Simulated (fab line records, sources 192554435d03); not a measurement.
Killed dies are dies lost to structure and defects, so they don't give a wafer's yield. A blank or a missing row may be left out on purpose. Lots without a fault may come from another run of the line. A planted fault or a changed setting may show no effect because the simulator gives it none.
fab line records | flow n5_finfet
record lots=5 wafers=12 last_day=18
route steps=1938 shown SD_EPI_P@328 SD_ACTIVATION@330 ILD0@335 SDB@347 DUMMY_REMOVAL@377 MOL_CONTACT_COAG@558 PASSIVATION@1936
lots that met no fault: from a run of the same line without faults
start_h: hours from the record's first day to the start of the lot's first wafer shown | wait_h: hours since the lot's step before | " the same as in the row above | L1.1+2: a row that stands for several wafers | - no value, or no start given | * or withheld: withheld | < > ~ a bound
route shown NAME@n: a module of which the file shows steps, and the number in the route of the first | usual: mean/standard deviation of fault-free wafers | same: alike in all rows | chamber/n: place in a boat | sites: the reading at each site | _std_site: their standard deviation | _edge_site: outer sites' mean less inner sites' | radius_mm: how far each site lies from the wafer's centre | mask NAME#n: copy n | behind: the tool/chamber that last shaped the wafer | hold: why the lot was held/for how many hours/how that ended | device: the transistor (n, p or np) that didn't switch | end of line: the same wafers' tests at the end of the route | a step without rows: its recipe alone | killed: dies lost to structure and defects at the first sort, not the wafer's yield | map: a wafer's dies, x killed, . not, _ none there
set.NAME: the setting as run; set.NAME@STEP: as run at that earlier step | model.NAME: the simulator's own value behind a step, which no gauge read
lots at some steps of the route; a table a step, a row a wafer
services: from which hour (start_h, from the record's first day; less than 0 if before it) a tool's chamber was out of use, for how many hours, and why
## steps
# step N5_SD_EPI_P_SRD_25
# recipe time_s=30 temp_c=23 rinse_liquid=diw dry=ipa_marangoni
# step N5_SD_ACTIVATION_RTA_00
# recipe temp_c=975 time_s=0 ambient=N2 idle_temp_c=600 ramp_up_c_per_s=150 ramp_down_c_per_s=60 cool_to_c=600
# step N5_SD_ACTIVATION_LSA_01
# recipe temp_c=1080 time_s=0.0008 ambient=N2
# step N5_ILD0_LINER_00
# recipe material=SiNx target_thk_a=40 temp_c=400 ald_precursor_family=SiH2I2 ald_co_reactant=N2/H2-plasma pulse_time_s=1 purge_time_s=2 co_reactant_purge_time_s=2 ald_cycles=80 pressure_torr=2
# step N5_ILD0_FCVD_FILL_01
# recipe material=SiO2_flowable target_thk_a=2000 temp_c=100 pressure_torr=0.8 rf_w=2000 time_s=328.3
# step N5_ILD0_CURE_02
# recipe temp_c=450 time_s=1800 ambient=steam idle_temp_c=400 ramp_up_c_per_min=5 ramp_down_c_per_min=3 densification_p_h2o_torr=640
# step N5_ILD0_CMP_03
# recipe stop_on=SiNx t_overpolish_s=1.9 post_cmp_clean=alkaline_brush down_force_psi=4.1491 platen_rpm=51.796 pad_velocity_m_s=1.0306 target_thk_nm=197.38
# step N5_ILD0_CMP_07
# recipe stop_on=poly-Si material=SiO2_flowable t_overpolish_s=1.18 post_cmp_clean=alkaline_brush down_force_psi=4.1491 platen_rpm=51.796 pad_velocity_m_s=1.0306 target_thk_nm=138.88
# usual motor_current_A=11.9/1.6 slurry_flow_ml_min=150.0/0.49
# columns lot.wafer tool chamber start_h wait_h motor_current_A slurry_flow_ml_min model.a-Si_of_DUMMY_GATE_CVD_03.thk_nm model.SiO2_flowable_of_ILD0_FCVD_FILL_01.thk_nm
L562.3 cmp-04 3 100.52 0.1 9.6 149.9 67.8 139.6
L562.4 " 0 " " 9.5 150.1 66.8 139
L562.5 " 2 " " 13.5 149.5 68 138
L568.4 cmp-04 2 137.51 0.1 12.4 150.9 67 134.8
L568.5 " 1 " " 12.3 150.2 70 137
L569.2 cmp-04 1 141.15 0.1 12.8 149.3 66.6 135.4
L569.3 " 2 " " 13.1 149.5 69.8 137.6
L570.2 cmp-04 3 144.60 0.0 9.4 150.2 66.2 136.4
L570.4 " 2 " " 13.1 150.8 68 137
L575.1 cmp-01 2 182.18 0.2 14.2 150.2 69.8 139.2
L575.4 " 3 " " 13.0 149.4 68.2 139.2
L575.2 " 1 " " 11.8 150.2 69.8 137.2
# step N5_ILD0_THK_MEAS_08
# usual thk_nm=138.7/1.1
# columns lot.wafer tool chamber start_h wait_h thk_nm
L562.3 film_metro-02 - 100.78 - 139.5
L562.4 " - " " 139.0
L562.5 " - " " 138.0
L568.4 film_metro-01 - 137.77 - 133.9
L568.5 " - " " 136.9
L569.2 film_metro-01 - 141.37 - 134.6
L569.3 " - " " 137.6
L570.2 film_metro-01 - 144.89 - 135.4
L570.4 " - " " 136.0
L575.1 film_metro-02 - 182.48 - 139.3
L575.2 " - " " 137.2
L575.4 " - " " 139.1
# step N5_ILD0_PRECLEAN_10
# recipe chemistry=NF3:NH3 afs_cycles=5 time_s=20 temp_c=30 sublimation_temp_c=180 sublimation_time_s=60 pressure_torr=3 rf_power_w=30
# step N5_ILD0_ALD_15
# recipe material=SiNx target_thk_a=240 temp_c=400 ald_precursor_family=SiH2I2 ald_co_reactant=N2/H2-plasma pulse_time_s=1 ald_cycles=480 purge_time_s=2 co_reactant_purge_time_s=2 pressure_torr=2
# step N5_ILD0_CMP_12
# recipe stop_on=poly-Si material=SiNx t_overpolish_s=6 post_cmp_clean=alkaline_brush down_force_psi=2.5 platen_rpm=51.8 pad_velocity_m_s=1.0307 target_thk_nm=17.67
# step N5_SDB_HM_DEP_00
# recipe material=SiNx target_thk_a=400 temp_c=400 precursor=SiH4/NH3/N2 pressure_torr=1.5 rf_w=300 time_s=35.3
# step N5_SDB_COAT_03
# recipe resist=SOC temp_c=250 time_s=60 spin_rpm=1500 resist_thk_nm=100
# step N5_SDB_COAT_04
# recipe resist=SiARC temp_c=220 time_s=60 spin_rpm=1500 resist_thk_nm=18
# step N5_SDB_COAT_05
# recipe resist=CAR-ArF spin_rpm=1500 resist_thk_nm=90
# step N5_SDB_EBR_07
# recipe solvent=PGMEA ebr_width_mm=1.5
# step N5_SDB_SOFTBAKE_06
# recipe temp_c=110 time_s=60 resist=CAR-ArF
# step N5_SDB_EXPOSE_08
# recipe mask_id=SDB na=1.35 source_shape=conventional sigma_outer=0.5 polarization=unpolarized dose_mj=49.6
# step N5_SDB_PEB_09
# recipe peb_temp_c=withheld peb_time_s=60 resist=CAR-ArF
# step N5_SDB_DEVELOP_10
# recipe develop_time_s=30 developer=TMAH resist=CAR-ArF rinse_liquid=diw dry=air_spin dev_temp_c=23
# step N5_SDB_DESCUM_16
# recipe chemistry=O2 time_s=7.9 source_power_w=50 bias_power_w=20 pressure_mtorr=20 rf_frequency_hz=2.712e+07 temp_c=40 resist=CAR-ArF o2_flow_sccm=225
# step N5_SDB_ETCH_17
# recipe chemistry=CF4 target=SiARC target_depth_a=234 mask_material=CAR-ArF time_s=39 ion_energy_ev=80 pressure_mtorr=40 source_w=545 bias_w=36 Ar_flow_sccm=100 cf4_flow_sccm=100 ends=cleared
# step N5_SDB_ETCH_18
# recipe chemistry=N2/H2 target=SOC target_depth_a=1000 overetch_a=200 mask_material=SiARC temp_c=40 time_s=150 ion_energy_ev=200 pressure_mtorr=30 source_w=840 bias_w=150 n2_flow_sccm=200 h2_flow_sccm=200
# step N5_SDB_STRIP_19
# recipe chemistry=N2/H2 temp_c=40 n2_flow_sccm=200 h2_flow_sccm=200 rf_frequency_hz=6e+07
# step N5_SDB_STRIP_21
# recipe chemistry=CF4 resist=SiARC power_w=300 bias_power_w=75 pressure_mtorr=50 cf4_flow_sccm=150 rf_frequency_hz=6e+07
# step N5_SDB_HM_OPEN_20
# recipe chemistry=CH3F/O2 target=SiNx mask_material=SOC target_depth_a=240 stop_on=poly-Si over_etch_frac=0.4 ion_energy_ev=120 pressure_mtorr=30 source_w=395 bias_w=73 Ar_flow_sccm=150 CH3F_flow_sccm=30 O2_flow_sccm=20
# step N5_SDB_STRIP_22
# recipe chemistry=N2/H2 power_w=1000 temp_c=250 h2_frac=0.65 overash_fraction=0.3 pressure_mtorr=withheld n2_flow_sccm=1750 h2_flow_sccm=3250
# step N5_SDB_PRECLEAN_23
# recipe chemistry=dHF time_s=30 temp_c=25 dilution=withheld
# step N5_SDB_DUMMY_REMOVE_24
# recipe chemistry=TMAH temp_c=70 target=poly-Si stop_on=SiO2 target_depth_nm=142 conc_wt_pct=5 time_s=57 dry=ipa_marangoni rinse_time_s=30 rinse_temp_c=23
# step N5_SDB_ETCH_25
# recipe chemistry=C4F6/O2 target=SiO2 target_depth_a=100 time_s=3.3 ion_energy_ev=250 mask_material=SiNx pressure_mtorr=30 source_w=345 bias_w=185 Ar_flow_sccm=300 C4F6_flow_sccm=10 O2_flow_sccm=10
# step N5_SDB_CUT_ETCH_26
# recipe chemistry=HBr/Cl2/O2 target=Si target_depth_a=1296 bt_time_s=20 mask_material=SiNx time_s=51.8 ion_energy_ev=* bias_w=* pressure_mtorr=10 icp_w=800 HBr_flow_sccm=150 Cl2_flow_sccm=80 O2_flow_sccm=12
# step N5_DUMMY_REMOVAL_HM_STRIP_01
# recipe chemistry=CH3F/O2 material=SiNx target_depth_a=40 stop_on=poly-Si time_s=6.8 over_etch_frac=0.3 ion_energy_ev=60 power_w=410 bias_w=29 Ar_flow_sccm=150 CH3F_flow_sccm=30 O2_flow_sccm=20
# usual bias_w=29.00/0.085 chamber_pressure_mTorr=29.993/0.027 drypump_motor_current_A=5.5/0.47 mfc_ar_sccm=150.0/0.46 oes_product_au=0.63/0.052 rf_vpp_V=127.6/0.85 showerhead_plenum_p_Torr=2.02/0.049 throttle_valve_pct=16.35/0.14
# columns lot.wafer tool chamber start_h wait_h bias_w chamber_pressure_mTorr drypump_motor_current_A mfc_ar_sccm oes_product_au rf_hours_counter_h rf_vpp_V showerhead_plenum_p_Torr throttle_valve_pct model.a-Si_of_DUMMY_GATE_CVD_03.thk_nm
L562.3 rie_diel-04 1 108.68 0.0 28.98 29.950 6.2 150.4 0.64 142 127.0 2.10 16.24 63.2
L562.4 " 0 " " 29.09 29.998 5.1 150.0 0.67 69 127.4 2.02 16.24 62
L562.5 " 1 " " 28.82 29.994 6.2 150.1 0.64 - 128.2 2.10 16.25 63.2
L568.4 rie_diel-04 2 146.01 0.0 29.00 30.005 5.0 149.9 0.71 - 127.1 1.95 16.38 62.4
L568.5 " 0 " " 29.01 29.998 5.1 150.5 0.66 - 127.9 2.02 16.26 65.2
L569.2 rie_diel-06 1 149.70 0.0 29.03 30.029 5.5 149.7 0.60 165 127.3 2.08 16.52 62
L569.3 " 2 " " 28.92 29.965 5.8 150.6 0.62 152 126.1 1.99 16.54 65.2
L570.2 rie_diel-06 2 153.90 0.0 29.17 29.971 5.8 149.7 0.61 153 126.4 1.99 16.55 61.6
L570.4 " 0 " " 28.85 30.033 4.9 150.1 0.57 - 128.4 1.99 16.21 63.2
L575.1 rie_diel-02 1 191.59 0.0 29.04 29.969 5.8 150.0 0.64 144 128.7 1.99 16.20 65.2
L575.2 " 2 " " 28.88 30.010 6.4 150.0 0.76 9 126.7 2.07 16.27 65
L575.4 " 3 " " 28.91 30.002 5.0 150.5 0.62 171 128.5 2.09 16.25 63.4
# step N5_MOL_CONTACT_COAG_WET_ETCH_116
# recipe chemistry=SC1-inhibited target_depth_nm=4.6 dry=ipa_marangoni rinse_time_s=30 rinse_temp_c=23
# columns lot.wafer tool chamber start_h wait_h model.SiO2_flowable_of_ILD0_FCVD_FILL_01.thk_nm
L562.3 wet_bench-01 3 132.53 0.0 112.6
L562.4 " 0 " " 112
L562.5 " 2 " " 111.2
L568.4 wet_bench-04 4 177.43 0.0 108.8
L568.5 " 7 " " 110.4
L569.2 wet_bench-04 6 180.07 0.0 109.2
L569.3 " 3 " " 111
L570.2 wet_bench-06 0 186.16 0.0 110
L570.4 " 5 " " 110.4
L575.1+4 wet_bench-06 2,6 216.55 0.0 112.2
L575.2 " 7 " " 110.6
# step N5_PASSIVATION_PROBE_49
# usual killed_at_M0_to_M3=33/9.9 killed_at_M4_up=14/6.4 killed_at_contacts=12/7 killed_at_front_end=41/13 killed_at_other=3.1/2.9 killed_dies=103/20 killed_open=67/14 killed_short=34/9.4
# same gross_dies=1180 killed_at_back_side=0
# columns lot.wafer tool chamber start_h wait_h killed_at_M0_to_M3 killed_at_M4_up killed_at_contacts killed_at_front_end killed_at_other killed_dies killed_open killed_short
L562.3 prober-01 - 305.77 0.1 43 24 7 71 0 145 91 52
L562.4 prober-01 - 305.82 0.2 35 25 9 67 0 136 81 44
L562.5 prober-01 - 305.87 0.2 46 22 25 67 1 161 105 55
L569.2 prober-02 - 351.45 0.1 32 5 2 30 1 70 44 25
L569.3 prober-02 - 351.50 0.1 37 11 14 30 2 94 59 35
L570.2 prober-01 - 362.93 0.1 39 18 30 89 4 180 116 63
L570.4 prober-01 - 363.03 0.2 45 7 13 39 4 108 66 41
L575.1 prober-02 - 421.08 0.0 22 16 9 49 6 102 75 27
L575.2 prober-02 - 421.13 0.1 26 14 5 30 0 75 50 22
L575.4 prober-02 - 421.23 0.2 42 11 10 28 3 94 67 26
# killed by level:class
L562.3 FIN_SAQP:geometric_particle:open=16 STI_FIN_REVEAL:geometric_particle:open=12 BEOL_M0_SAQP:geometric_particle:short=12 FIN_SAQP:geometric_particle:short=11 DUMMY_GATE:geometric_particle:open=9 BEOL_M4:geometric_particle:open=9 MOL_CONTACT_COAG:geometric_particle:open=7 BEOL_M0_SAQP:geometric_particle:open=7
L562.4 BEOL_M4:geometric_particle:open=15 FIN_SAQP:geometric_particle:short=11 STI_FIN_REVEAL:geometric_particle:open=11 BEOL_M0_SAQP:geometric_particle:short=10 BEOL_M0_SAQP:geometric_particle:open=10 FIN_SAQP:geometric_particle:open=9 MOL_CONTACT_COAG:geometric_particle:open=9 HKMG_FIN:area_etch=8
L562.5 MOL_CONTACT_COAG:geometric_particle:open=18 FIN_SAQP:geometric_particle:open=16 BEOL_M0_SAQP:geometric_particle:short=16 STI_FIN_REVEAL:geometric_particle:open=15 FIN_SAQP:geometric_particle:short=11 BEOL_M4:geometric_particle:open=8 STI_FIN_REVEAL:geometric_particle:short=7 BEOL_M0_SAQP:geometric_particle:open=7
L569.2 BEOL_M2:geometric_particle:open=9 FIN_SAQP:geometric_particle:short=8 DUMMY_GATE:geometric_particle:open=7 BEOL_M0_SAQP:geometric_particle:open=7 BEOL_M0_SAQP:geometric_particle:short=6 STI_FIN_REVEAL:geometric_particle:open=4 FIN_SAQP:geometric_particle:open=3 BEOL_M1:geometric_particle:open=3
L569.3 MOL_CONTACT_COAG:geometric_particle:open=11 FIN_SAQP:geometric_particle:open=9 FIN_SAQP:geometric_particle:short=9 BEOL_M0_SAQP:geometric_particle:short=9 BEOL_M1:geometric_particle:open=8 BEOL_M4:geometric_particle:open=7 BEOL_M0_SAQP:geometric_particle:open=5 BEOL_M2:geometric_particle:short=5
L570.2 STI_FIN_REVEAL:geometric_particle:open=37 MOL_CONTACT_COAG:geometric_particle:open=24 FIN_SAQP:geometric_particle:short=11 FIN_SAQP:geometric_particle:open=10 GATE_CUT:geometric_particle:short=9 BEOL_M0_SAQP:geometric_particle:short=8 STI_FIN_REVEAL:geometric_particle:short=7 BEOL_M2:geometric_particle:open=7
L570.4 BEOL_M2:geometric_particle:open=16 GATE_CUT:geometric_particle:short=13 MOL_CONTACT_COAG:geometric_particle:open=10 BEOL_M3:geometric_particle:open=7 STI_FIN_REVEAL:geometric_particle:open=5 BEOL_M0_SAQP:geometric_particle:short=5 BEOL_M1:geometric_particle:open=5 STARTING-WAFER:geometric_particle:open=5
L575.1 FIN_SAQP:geometric_particle:open=17 STI_FIN_REVEAL:geometric_particle:open=7 DUMMY_GATE:geometric_particle:open=6 MOL_CONTACT_COAG:geometric_particle:open=6 GATE_CUT:geometric_particle:short=5 BEOL_M2:geometric_particle:open=5 BEOL_M0_SAQP:geometric_particle:short=4 BEOL_M0_SAQP:geometric_particle:open=4
L575.2 GATE_CUT:geometric_particle:short=8 BEOL_M3:geometric_particle:open=8 MOL_CONTACT_COAG:geometric_particle:open=5 BEOL_M4:geometric_particle:open=5 BEOL_M0:geometric_particle:open=4 FIN_SAQP:geometric_particle:short=3 DUMMY_GATE:geometric_particle:open=3 BEOL_M0_SAQP:geometric_particle:open=3
L575.4 BEOL_M2:geometric_particle:open=11 BEOL_M1:geometric_particle:open=9 MOL_CONTACT_COAG:geometric_particle:open=7 BEOL_M3:geometric_particle:open=7 FIN_SAQP:geometric_particle:open=5 BEOL_M4:geometric_particle:open=5 FIN_SAQP:geometric_particle:short=4 STI_FIN_REVEAL:geometric_particle:open=4
## services
# columns tool chamber start_h hours kind
rie_diel-04 2 77.28 6.0 repair
cmp-04 - 79.88 2.4 repair
rie_diel-02 2 131.19 - clean
rie_diel-02 2 131.19 - consumable_replace:focus_ring
rie_diel-02 2 131.19 24.2 scheduled_down
rie_diel-02 2 131.19 24.2 vent_cycle
rie_diel-04 3 133.61 22.5 repair
rie_diel-06 2 136.40 2.6 repair
rie_diel-06 3 139.23 - clean
rie_diel-06 3 139.23 - consumable_replace:focus_ring
rie_diel-06 3 139.23 27.9 scheduled_down
rie_diel-06 3 139.23 27.9 vent_cycle
cmp-01 - 176.83 2.5 repair
rie_diel-06 - 177.84 0.6 repair
cmp-04 - 178.02 4.0 pm
cmp-04 - 182.02 - consumable_replace:conditioner
cmp-04 - 182.02 - consumable_replace:pad
rie_diel-04 0 185.19 4.0 repair
cmp-01 - 191.02 2.7 repair
## key
first_sign step=N5_ILD0_THK_MEAS_08 reading=thk_nm direction=down sigmas=3.4 usual=* struck=*
effect none on later readings
model_effect step=N5_ILD0_CMP_07 value=a-Si_of_DUMMY_GATE_CVD_03.thk_nm without=69.5 struck=66.95
model_effect step=N5_DUMMY_REMOVAL_HM_STRIP_01 value=a-Si_of_DUMMY_GATE_CVD_03.thk_nm without=64.4 struck=62
model_effect step=N5_MOL_CONTACT_COAG_WET_ETCH_116 value=SiO2_flowable_of_ILD0_FCVD_FILL_01.thk_nm without=111.6 struck=109.6
met_at N5_ILD0_CMP_07
struck_wafers L568.4,L569.2,L570.2,L570.4
tester_left_out L568,L569,L570
onset_between 100.52 137.51
fault kind=process_parameter_drift tool=cmp-04 chamber=- onset_h=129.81 steps=N5_ILD0_CMP_07 channel=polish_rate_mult offset=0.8 shape=step end_h=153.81 scope=struck_wafers_only
# tester_left_out: of these lots the tester's yield and bins aren't shown, on N5 and GAA mostly nor the transistor test; their killed dies are dies lost to structure and defects alone, not to doping, threshold or leakage, so they don't give the yield
